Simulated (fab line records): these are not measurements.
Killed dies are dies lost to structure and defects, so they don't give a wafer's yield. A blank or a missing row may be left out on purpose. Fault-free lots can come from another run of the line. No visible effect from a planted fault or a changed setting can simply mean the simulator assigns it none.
fab line records	flow nand_harc
[record] lots = 24	wafers = 72	last_day = 24
route steps=1159 shown P_M0@283 P_M1@312 P_M2@345
lots with no fault: from the same line, run without faults
start_h: the number of hours between the record's first day and the start of the first shown wafer of the lot	wait_h: hours elapsed since this lot's preceding step	" repeats the value in the row above	L1.1+2: a single row standing in for several wafers	- no value, or no start was given	* or withheld: withheld	< > ~ a bound
route shown NAME@n: names a module that has steps shown in the file, with the first one's number in the route	usual: mean/standard deviation taken from wafers without a fault	same: alike in all rows	chamber/n: place in a boat	sites: the reading at each site	_std_site: the standard deviation of these	_edge_site: inner sites' mean taken away from outer sites' mean	radius_mm: for every site, how far away it sits from the centre of the wafer	mask NAME#n: copy n	behind: the last tool/chamber to shape the wafer	hold: cause of the lot's hold/its duration in hours/its outcome	device: the n, p or np transistor that did not switch	end of line: the same wafers' tests at the end of the route	a step without rows: its recipe alone	killed: dies that structure and defects cost at the first sort, which is not the same as the wafer's yield	map: shows each die of a wafer: x if killed, . if not, _ if none is there
set.NAME: setting as actually run; set.NAME@STEP: the setting as run at that earlier step	model.NAME: the simulator's own value behind a step, which no gauge read
the route's steps for a sample of lots (tables are steps, rows are wafers)
services: from which hour (start_h, from the record's first day; less than 0 if before it) a tool's chamber was out of use, for how many hours, and why
[[steps]]
[step NHARC_P_M0_PRE_CLEAN_31]
[recipe] time_s = 12	temp_c = 370	rf_power_w = 300	gas = NH3
[usual] heater_power_w = 649/58
lot.wafer	tool	chamber	start_h	wait_h	heater_power_w
L074.1	pecvd-04	1	120.46	0.1	588
L074.2	"	2	"	"	546
L074.5	"	2	"	"	557
L075.2	pecvd-03	2	132.92	0.1	533
L075.3	"	1	"	"	726
L075.5	"	1	"	"	709
L076.2	pecvd-04	2	134.10	0.1	544
L076.4	"	1	"	"	700
L076.5	"	2	"	"	534
L077.3	pecvd-03	1	134.72	0.1	695
L077.6	"	2	"	"	571
L077.4	"	0	"	"	605
L078.2	pecvd-04	2	142.17	0.1	630
L078.3	"	0	"	"	697
L078.5	"	0	"	"	686
L079.3	pecvd-04	1	151.09	0.1	714
L079.2	"	0	"	"	676
L079.6	"	1	"	"	728
L080.2	pecvd-04	1	154.39	0.1	712
L080.4	"	1	"	"	686
L080.6	"	2	"	"	566
L081.2	pecvd-03	1	154.53	0.1	702
L081.1	"	2	"	"	616
L081.4	"	2	"	"	627
L083.1	pecvd-02	0	168.51	0.1	702
L083.3	"	2	"	"	780
L083.5	"	1	"	"	632
L084.1	pecvd-02	2	169.12	0.2	670
L084.2	"	0	"	"	631
L084.6	"	2	"	"	682
L082.1	pecvd-03	2	171.07	0.1	650
L082.3	"	1	"	"	703
L082.5	"	1	"	"	696
L085.1	pecvd-03	1	187.03	0.1	633
L085.4	"	0	"	"	726
L085.5	"	1	"	"	612
L087.2	pecvd-03	1	196.29	0.3	681
L087.4	"	1	"	"	700
L087.5	"	0	"	"	650
L086.1	pecvd-02	0	197.63	0.9	727
L086.4	"	0	"	"	739
L086.6	"	2	"	"	678
L088.3	pecvd-03	0	215.04	0.1	691
L088.2	"	1	"	"	714
L088.6	"	2	"	"	613
L089.2	pecvd-03	1	218.78	0.1	594
L089.1	"	2	"	"	658
L089.5	"	0	"	"	691
L090.3	pecvd-04	0	218.89	0.1	598
L090.1	"	1	"	"	704
L090.6	"	0	"	"	581
L091.1	pecvd-02	0	220.36	0.1	629
L091.6	"	0	"	"	625
L091.4	"	2	"	"	778
L092.3	pecvd-03	1	224.65	0.2	641
L092.1	"	2	"	"	569
L092.4	"	0	"	"	607
L093.1	pecvd-03	2	225.10	0.1	659
L093.2	"	0	"	"	702
L093.6	"	2	"	"	646
L095.1	pecvd-04	0	246.26	0.1	616
L095.3	"	1	"	"	720
L095.6	"	2	"	"	566
L094.1	pecvd-03	0	247.71	1.0	634
L094.4	"	2	"	"	645
L094.6	"	2	"	"	630
L096.2	pecvd-04	0	248.71	0.1	582
L096.4	"	0	"	"	599
L096.5	"	0	"	"	579
L097.2	pecvd-02	1	249.25	0.1	576
L097.4	"	0	"	"	712
L097.6	"	2	"	"	740
[step NHARC_P_M1_THK_MEAS_24]
[recipe] thk_meas_gauge = xrf
[usual] thk_nm = 157.8/1.7
lot.wafer	tool	chamber	start_h	wait_h	thk_nm
L074.1	film_metro-01	-	124.40	-	158.2
L074.2	"	-	"	"	155.8
L074.5	"	-	"	"	159.9
L075.2	film_metro-01	-	137.06	-	158.7
L075.3	"	-	"	"	159.2
L075.5	"	-	"	"	158.2
L076.2	film_metro-02	-	138.22	-	157.9
L076.4	"	-	"	"	159.8
L076.5	"	-	"	"	156.0
L077.3	film_metro-02	-	138.59	-	159.9
L077.4	"	-	"	"	160.5
L077.6	"	-	"	"	161.2
L078.2	film_metro-01	-	146.34	-	160.3
L078.3	"	-	"	"	158.1
L078.5	"	-	"	"	155.7
L079.2	film_metro-02	-	154.98	-	152.8
L079.3	"	-	"	"	157.1
L079.6	"	-	"	"	156.5
L080.2	film_metro-02	-	158.19	-	157.2
L080.4	"	-	"	"	158.6
L080.6	"	-	"	"	160.4
L081.1	film_metro-02	-	158.50	-	158.8
L081.2	"	-	"	"	154.0
L081.4	"	-	"	"	156.6
L083.1	film_metro-01	-	173.15	-	157.4
L083.3	"	-	"	"	158.5
L083.5	"	-	"	"	161.0
L084.1	film_metro-01	-	173.28	-	157.3
L084.2	"	-	"	"	154.7
L084.6	"	-	"	"	158.5
L082.1	film_metro-01	-	175.01	-	160.0
L082.3	"	-	"	"	158.8
L082.5	"	-	"	"	159.6
L085.1	film_metro-01	-	190.93	-	157.8
L085.4	"	-	"	"	160.2
L085.5	"	-	"	"	158.0
L087.2	film_metro-01	-	200.21	-	159.0
L087.4	"	-	"	"	157.5
L087.5	"	-	"	"	156.5
L086.1	film_metro-02	-	201.58	-	158.4
L086.4	"	-	"	"	159.2
L086.6	"	-	"	"	160.0
L088.2	film_metro-02	-	219.00	-	158.3
L088.3	"	-	"	"	157.4
L088.6	"	-	"	"	159.4
L089.1	film_metro-01	-	222.79	-	158.1
L089.2	"	-	"	"	157.6
L089.5	"	-	"	"	158.3
L090.1	film_metro-01	-	222.96	-	156.1
L090.3	"	-	"	"	159.7
L090.6	"	-	"	"	159.0
L091.1	film_metro-01	-	224.54	-	158.3
L091.4	"	-	"	"	158.2
L091.6	"	-	"	"	158.5
L092.1	film_metro-01	-	229.07	-	160.0
L092.3	"	-	"	"	156.1
L092.4	"	-	"	"	159.1
L093.1	film_metro-02	-	229.16	-	156.3
L093.2	"	-	"	"	155.5
L093.6	"	-	"	"	157.8
L095.1	film_metro-01	-	251.13	-	153.7
L095.3	"	-	"	"	156.3
L095.6	"	-	"	"	157.1
L094.1	film_metro-02	-	251.80	-	159.4
L094.4	"	-	"	"	157.4
L094.6	"	-	"	"	157.0
L096.2	film_metro-02	-	253.08	-	154.5
L096.4	"	-	"	"	155.7
L096.5	"	-	"	"	153.9
L097.2	film_metro-02	-	253.39	-	159.4
L097.4	"	-	"	"	159.5
L097.6	"	-	"	"	157.9
[step NHARC_P_M1_INSPECT_27]
[usual] raw_defect_count = 272/92
lot.wafer	tool	chamber	start_h	wait_h	raw_defect_count
L074.1	defect_inspect-01	-	124.56	0.0	278
L074.2	"	-	"	"	164
L074.5	"	-	"	"	198
L075.2	defect_inspect-01	-	137.22	0.0	333
L075.3	"	-	"	"	202
L075.5	"	-	"	"	374
L076.2	defect_inspect-01	-	138.38	0.0	185
L076.4	"	-	"	"	233
L076.5	"	-	"	"	268
L077.3	defect_inspect-02	-	138.75	0.0	171
L077.4	"	-	"	"	235
L077.6	"	-	"	"	241
L078.2	defect_inspect-02	-	146.50	0.0	195
L078.3	"	-	"	"	246
L078.5	"	-	"	"	337
L079.2	defect_inspect-01	-	155.14	0.0	344
L079.3	"	-	"	"	504
L079.6	"	-	"	"	263
L080.2	defect_inspect-02	-	158.36	0.0	338
L080.4	"	-	"	"	265
L080.6	"	-	"	"	406
L081.1	defect_inspect-01	-	158.66	0.0	393
L081.2	"	-	"	"	412
L081.4	"	-	"	"	314
L083.1	defect_inspect-02	-	173.31	0.0	183
L083.3	"	-	"	"	274
L083.5	"	-	"	"	178
L084.1	defect_inspect-02	-	173.44	0.0	224
L084.2	"	-	"	"	229
L084.6	"	-	"	"	259
L082.1	defect_inspect-02	-	175.18	0.0	259
L082.3	"	-	"	"	278
L082.5	"	-	"	"	206
L085.1	defect_inspect-02	-	191.08	0.0	295
L085.4	"	-	"	"	311
L085.5	"	-	"	"	275
L087.2	defect_inspect-01	-	200.39	0.1	394
L087.4	"	-	"	"	636
L087.5	"	-	"	"	611
L086.1	defect_inspect-02	-	201.74	0.0	311
L086.4	"	-	"	"	201
L086.6	"	-	"	"	196
L088.2	defect_inspect-01	-	219.16	0.0	235
L088.3	"	-	"	"	404
L088.6	"	-	"	"	372
L089.1	defect_inspect-02	-	222.96	0.0	228
L089.2	"	-	"	"	154
L089.5	"	-	"	"	246
L090.1	defect_inspect-02	-	223.11	0.0	153
L090.3	"	-	"	"	176
L090.6	"	-	"	"	172
L091.1	defect_inspect-02	-	224.69	0.0	167
L091.4	"	-	"	"	213
L091.6	"	-	"	"	280
L092.1	defect_inspect-01	-	229.23	0.0	204
L092.3	"	-	"	"	310
L092.4	"	-	"	"	256
L093.1	defect_inspect-02	-	229.31	0.0	165
L093.2	"	-	"	"	175
L093.6	"	-	"	"	236
L095.1	defect_inspect-02	-	251.28	0.0	389
L095.3	"	-	"	"	217
L095.6	"	-	"	"	254
L094.1	defect_inspect-01	-	251.97	0.0	386
L094.4	"	-	"	"	369
L094.6	"	-	"	"	493
L096.2	defect_inspect-01	-	253.25	0.1	218
L096.4	"	-	"	"	233
L096.5	"	-	"	"	250
L097.2	defect_inspect-01	-	253.55	0.0	195
L097.4	"	-	"	"	238
L097.6	"	-	"	"	208
[step NHARC_P_M2_THK_MEAS_24]
[recipe] thk_meas_gauge = xrf
[usual] thk_nm = 144.4/1.6
lot.wafer	tool	chamber	start_h	wait_h	thk_nm
L074.1	film_metro-01	-	128.57	-	145.5
L074.2	"	-	"	"	143.2
L074.5	"	-	"	"	147.4
L075.2	film_metro-02	-	141.49	-	146.9
L075.3	"	-	"	"	144.8
L075.5	"	-	"	"	144.7
L076.2	film_metro-01	-	142.76	-	145.7
L076.4	"	-	"	"	142.8
L076.5	"	-	"	"	147.5
L077.3	film_metro-01	-	142.96	-	144.9
L077.4	"	-	"	"	146.0
L077.6	"	-	"	"	147.6
L078.2	film_metro-01	-	150.53	-	142.9
L078.3	"	-	"	"	142.4
L078.5	"	-	"	"	141.5
L079.2	film_metro-01	-	159.81	-	142.9
L079.3	"	-	"	"	144.5
L079.6	"	-	"	"	145.6
L080.2	film_metro-02	-	162.38	-	145.4
L080.4	"	-	"	"	147.2
L080.6	"	-	"	"	144.9
L081.1	film_metro-02	-	162.76	-	142.4
L081.2	"	-	"	"	144.3
L081.4	"	-	"	"	144.7
L083.1	film_metro-02	-	177.36	-	144.2
L083.3	"	-	"	"	145.2
L083.5	"	-	"	"	144.7
L084.1	film_metro-02	-	177.67	-	143.8
L084.2	"	-	"	"	144.5
L084.6	"	-	"	"	144.6
L082.1	film_metro-01	-	179.17	-	143.0
L082.3	"	-	"	"	143.7
L082.5	"	-	"	"	141.9
L085.1	film_metro-01	-	195.25	-	145.1
L085.4	"	-	"	"	146.8
L085.5	"	-	"	"	147.2
L087.2	film_metro-01	-	204.56	-	142.5
L087.4	"	-	"	"	143.9
L087.5	"	-	"	"	143.4
L086.1	film_metro-02	-	205.93	-	146.7
L086.4	"	-	"	"	144.8
L086.6	"	-	"	"	146.1
L088.2	film_metro-01	-	223.22	-	145.1
L088.3	"	-	"	"	146.9
L088.6	"	-	"	"	145.8
L089.1	film_metro-01	-	227.11	-	145.9
L089.2	"	-	"	"	142.9
L089.5	"	-	"	"	144.5
L090.1	film_metro-02	-	227.98	-	145.1
L090.3	"	-	"	"	142.4
L090.6	"	-	"	"	142.2
L091.1	film_metro-01	-	228.76	-	143.9
L091.4	"	-	"	"	145.6
L091.6	"	-	"	"	146.0
L092.1	film_metro-01	-	233.31	-	143.2
L092.3	"	-	"	"	145.7
L092.4	"	-	"	"	144.2
L093.1	film_metro-02	-	233.45	-	143.4
L093.2	"	-	"	"	144.2
L093.6	"	-	"	"	144.8
L095.1	film_metro-01	-	256.25	-	142.1
L095.3	"	-	"	"	141.8
L095.6	"	-	"	"	143.6
L094.1	film_metro-02	-	256.42	-	145.6
L094.4	"	-	"	"	143.8
L094.6	"	-	"	"	146.2
L096.2	film_metro-02	-	258.07	-	143.6
L096.4	"	-	"	"	144.3
L096.5	"	-	"	"	143.4
L097.2	film_metro-02	-	258.41	-	141.6
L097.4	"	-	"	"	142.1
L097.6	"	-	"	"	145.6
[step NHARC_P_M2_INSPECT_27]
[usual] raw_defect_count = 293/100
lot.wafer	tool	chamber	start_h	wait_h	raw_defect_count
L074.1	defect_inspect-01	-	128.73	0.0	193
L074.2	"	-	"	"	411
L074.5	"	-	"	"	228
L075.2	defect_inspect-01	-	141.64	0.0	239
L075.3	"	-	"	"	256
L075.5	"	-	"	"	193
L076.2	defect_inspect-02	-	142.92	0.0	298
L076.4	"	-	"	"	162
L076.5	"	-	"	"	237
L077.3	defect_inspect-02	-	143.12	0.0	481
L077.4	"	-	"	"	337
L077.6	"	-	"	"	550
L078.2	defect_inspect-02	-	150.69	0.0	341
L078.3	"	-	"	"	225
L078.5	"	-	"	"	326
L079.2	defect_inspect-01	-	159.97	0.0	269
L079.3	"	-	"	"	470
L079.6	"	-	"	"	219
L080.2	defect_inspect-02	-	162.53	0.0	256
L080.4	"	-	"	"	280
L080.6	"	-	"	"	325
L081.1	defect_inspect-02	-	162.91	0.0	242
L081.2	"	-	"	"	296
L081.4	"	-	"	"	408
L083.1	defect_inspect-02	-	177.51	0.0	204
L083.3	"	-	"	"	409
L083.5	"	-	"	"	259
L084.1	defect_inspect-02	-	177.83	0.0	394
L084.2	"	-	"	"	187
L084.6	"	-	"	"	327
L082.1	defect_inspect-02	-	179.33	0.0	347
L082.3	"	-	"	"	245
L082.5	"	-	"	"	288
L085.1	defect_inspect-02	-	195.42	0.0	379
L085.4	"	-	"	"	432
L085.5	"	-	"	"	466
L087.2	defect_inspect-01	-	204.72	0.0	255
L087.4	"	-	"	"	195
L087.5	"	-	"	"	247
L086.1	defect_inspect-02	-	206.09	0.0	280
L086.4	"	-	"	"	463
L086.6	"	-	"	"	229
L088.2	defect_inspect-01	-	223.39	0.0	185
L088.3	"	-	"	"	232
L088.6	"	-	"	"	185
L089.1	defect_inspect-01	-	227.27	0.0	183
L089.2	"	-	"	"	438
L089.5	"	-	"	"	217
L090.1	defect_inspect-01	-	228.14	0.0	284
L090.3	"	-	"	"	277
L090.6	"	-	"	"	225
L091.1	defect_inspect-01	-	228.91	0.0	361
L091.4	"	-	"	"	438
L091.6	"	-	"	"	298
L092.1	defect_inspect-01	-	233.47	0.0	506
L092.3	"	-	"	"	341
L092.4	"	-	"	"	412
L093.1	defect_inspect-02	-	233.61	0.0	599
L093.2	"	-	"	"	219
L093.6	"	-	"	"	289
L095.1	defect_inspect-02	-	256.40	0.0	195
L095.3	"	-	"	"	156
L095.6	"	-	"	"	206
L094.1	defect_inspect-02	-	256.58	0.0	292
L094.4	"	-	"	"	248
L094.6	"	-	"	"	165
L096.2	defect_inspect-01	-	258.22	0.0	390
L096.4	"	-	"	"	344
L096.5	"	-	"	"	262
L097.2	defect_inspect-02	-	258.57	0.0	258
L097.4	"	-	"	"	301
L097.6	"	-	"	"	268
[step NHARC_P_M2_PRE_CLEAN_32]
[recipe] time_s = 12	temp_c = 370	rf_power_w = 300	gas = NH3
[usual] heater_power_w = 647/66
lot.wafer	tool	chamber	start_h	wait_h	heater_power_w
L074.1	pecvd-04	0	128.98	0.2	674
L074.2	"	1	"	"	606
L074.5	"	1	"	"	610
L075.2	pecvd-04	0	141.71	0.1	670
L075.3	"	2	"	"	530
L075.5	"	2	"	"	526
L076.2	pecvd-02	1	143.00	0.1	679
L076.4	"	1	"	"	661
L076.5	"	2	"	"	763
L077.3	pecvd-02	1	143.35	0.2	547
L077.4	"	2	"	"	810
L077.6	"	0	"	"	694
L078.2	pecvd-02	1	150.75	0.1	670
L078.3	"	2	"	"	679
L078.5	"	1	"	"	647
L079.3	pecvd-03	2	160.03	0.1	537
L079.2	"	1	"	"	684
L079.6	"	0	"	"	674
L080.2	pecvd-04	2	162.87	0.3	562
L080.6	"	1	"	"	699
L080.4	"	2	"	"	578
L081.2	pecvd-04	2	163.19	0.3	606
L081.1	"	0	"	"	689
L081.4	"	0	"	"	671
L083.1	pecvd-04	2	177.59	0.1	603
L083.3	"	0	"	"	620
L083.5	"	2	"	"	615
L084.1	pecvd-04	2	177.92	0.1	615
L084.2	"	0	"	"	647
L084.6	"	2	"	"	628
L082.1	pecvd-04	1	179.39	0.1	609
L082.3	"	0	"	"	613
L082.5	"	2	"	"	572
L085.1	pecvd-02	0	195.51	0.1	625
L085.4	"	1	"	"	647
L085.5	"	0	"	"	630
L087.2	pecvd-03	0	204.94	0.2	612
L087.4	"	0	"	"	616
L087.5	"	2	"	"	628
L086.1	pecvd-02	2	206.15	0.1	701
L086.6	"	0	"	"	679
L086.4	"	1	"	"	609
L088.2	pecvd-04	0	224.05	0.7	676
L088.3	"	2	"	"	503
L088.6	"	1	"	"	730
L089.1	pecvd-02	0	227.34	0.1	676
L089.2	"	2	"	"	696
L089.5	"	1	"	"	617
L090.3	pecvd-04	0	228.20	0.1	674
L090.1	"	1	"	"	737
L090.6	"	0	"	"	668
L091.1	pecvd-02	0	229.00	0.1	727
L091.4	"	2	"	"	689
L091.6	"	1	"	"	653
L092.1	pecvd-04	2	233.54	0.1	533
L092.3	"	0	"	"	675
L092.4	"	1	"	"	753
L093.1	pecvd-03	0	233.69	0.1	634
L093.2	"	1	"	"	709
L093.6	"	0	"	"	652
L095.1	pecvd-04	2	256.49	0.1	560
L095.3	"	0	"	"	674
L095.6	"	2	"	"	539
L094.1	pecvd-02	2	256.66	0.1	757
L094.6	"	2	"	"	764
L094.4	"	0	"	"	642
L096.2	pecvd-04	2	258.31	0.1	512
L096.4	"	0	"	"	669
L096.5	"	2	"	"	496
L097.2	pecvd-02	1	259.39	0.8	536
L097.6	"	2	"	"	670
L097.4	"	0	"	"	709
[[services]]
tool	chamber	start_h	hours	kind
pecvd-03	-	111.61	13.0	pm
pecvd-03	0	111.61	13.0	vent_cycle
pecvd-03	1	111.61	13.0	vent_cycle
pecvd-03	2	111.61	13.0	vent_cycle
pecvd-03	0	124.61	-	clean
pecvd-03	1	124.61	-	clean
pecvd-03	2	124.61	-	clean
pecvd-03	0	151.72	2.3	repair
pecvd-02	-	153.00	13.0	pm
pecvd-02	0	153.00	13.0	vent_cycle
pecvd-02	1	153.00	13.0	vent_cycle
pecvd-02	2	153.00	13.0	vent_cycle
pecvd-04	-	195.00	13.0	pm
pecvd-04	0	195.00	13.0	vent_cycle
pecvd-04	1	195.00	13.0	vent_cycle
pecvd-04	2	195.00	13.0	vent_cycle
pecvd-04	0	208.00	-	clean
pecvd-04	1	208.00	-	clean
pecvd-04	2	208.00	-	clean
pecvd-03	-	236.09	0.7	repair
pecvd-03	1	238.70	23.4	repair
pecvd-04	2	246.76	4.9	repair
pecvd-04	1	251.20	27.9	repair
pecvd-02	-	251.24	3.0	repair
[[key]]
fault none
